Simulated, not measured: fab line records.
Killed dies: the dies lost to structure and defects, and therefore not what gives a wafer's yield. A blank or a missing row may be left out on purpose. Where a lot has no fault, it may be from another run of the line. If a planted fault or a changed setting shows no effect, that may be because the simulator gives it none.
Chamber matching | flow nand_harc | rie_diel-05 running NHARC_A_STAIRCASE_ETCH_313: 4 sister chambers
The step etches the open film in CF4/CHF3. 4 wafers are shown with their chamber, then 11 later ones without.

## EACH WAFER AND ITS CHAMBER
wafer  | chamber | drypump_motor_current_A (A)
L084.5 | 0       | 5.3
L088.1 | 3       | 4.9
L088.4 | 1       | 4.8
L091.2 | 2       | 6.4

## WAFERS WITHOUT THEIR CHAMBER
wafer  | drypump_motor_current_A (A)
L091.4 | 4.9
L091.5 | 4.9
L093.1 | 6.3
L093.2 | 5.3
L093.4 | 4.9
L095.2 | 4.8
L095.3 | 6.3
L095.6 | 4.8
L097.3 | 6.3
L097.5 | 4.9
L097.6 | 6.3

## CHAMBER TAKEN BY EACH
wafer  | from the rows above     | in truth
L091.4 | can't be placed: 3 or 1 | 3
L091.5 | can't be placed: 3 or 1 | 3
L093.1 | 2                       | 2
L093.2 | 0                       | 0
L093.4 | can't be placed: 3 or 1 | 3
L095.2 | can't be placed: 1 or 3 | 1
L095.3 | 2                       | 2
L095.6 | can't be placed: 1 or 3 | 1
L097.3 | 2                       | 2
L097.5 | can't be placed: 3 or 1 | 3
L097.6 | 2                       | 2
5 of 11 placed correctly. Not placeable from these rows: 6 (in 6, the candidates include the true chamber). 0 placed wrongly.
How it was worked out, from the rows above alone: a wafer's distance from a chamber is the root of the sum, over the readings, of the square of ((its reading less the chamber's mean) divided by the reading's scatter). If the next closest chamber is less than 2 further off than the closest, the wafer can't be placed; otherwise it belongs to the closest. Each chamber's mean is taken over the wafers shown for it. The scatter: root of mean squared gap, hidden wafer to nearest shown wafer, with one shown wafer a chamber.
